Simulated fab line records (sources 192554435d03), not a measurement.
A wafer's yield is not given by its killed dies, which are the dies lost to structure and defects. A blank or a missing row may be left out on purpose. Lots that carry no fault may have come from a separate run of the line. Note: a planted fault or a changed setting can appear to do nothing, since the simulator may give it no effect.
Matching of chambers :: flow n5_finfet :: 4 sister chambers for N5_BEOL_M5_VIA_ETCH_34 on rie_diel-02
The step etches SiCOH lowk in C4F6/O2, target depth 88.3 nm, time 39.2 s. 4 wafers are shown with their chamber, then 10 later ones without.

== WAFERS WITH THEIR CHAMBER ==
wafer: L089.4
chamber: 1
rf_vpp_V (V): 717

wafer: L089.6
chamber: 0
rf_vpp_V (V): 659

wafer: L090.1
chamber: 2
rf_vpp_V (V): 680

wafer: L090.3
chamber: 3
rf_vpp_V (V): 643

== WAFERS WITHOUT THEIR CHAMBER ==
wafer: L090.5
rf_vpp_V (V): 680

wafer: L091.2
rf_vpp_V (V): 657

wafer: L091.4
rf_vpp_V (V): 644

wafer: L091.6
rf_vpp_V (V): 717

wafer: L093.2
rf_vpp_V (V): 643

wafer: L093.3
rf_vpp_V (V): 682

wafer: L093.5
rf_vpp_V (V): 643

wafer: L096.2
rf_vpp_V (V): 680

wafer: L096.4
rf_vpp_V (V): 680

wafer: L096.6
rf_vpp_V (V): 643

== WHICH CHAMBER EACH ONE RAN IN ==
wafer: L090.5
from the rows above: 2
in truth: 2

wafer: L091.2
from the rows above: 0
in truth: 0

wafer: L091.4
from the rows above: 3
in truth: 3

wafer: L091.6
from the rows above: 1
in truth: 1

wafer: L093.2
from the rows above: 3
in truth: 3

wafer: L093.3
from the rows above: 2
in truth: 2

wafer: L093.5
from the rows above: 3
in truth: 3

wafer: L096.2
from the rows above: 2
in truth: 2

wafer: L096.4
from the rows above: 2
in truth: 2

wafer: L096.6
from the rows above: 3
in truth: 3
Correctly placed: 10 of 10. Can't be placed from these rows: 0. Placed wrongly: 0.
How it was worked out, from the rows above alone: a wafer's distance from a chamber is the root of the sum, over the readings, of the square of ((its reading less the chamber's mean) divided by the reading's scatter). If the next closest chamber is less than 2 further off than the closest, the wafer can't be placed; otherwise it belongs to the closest. For every chamber, the mean is computed from those of its wafers that are shown. The scatter: with one shown wafer a chamber, the root of the mean of the squares of how far each hidden wafer lies from its nearest shown one.
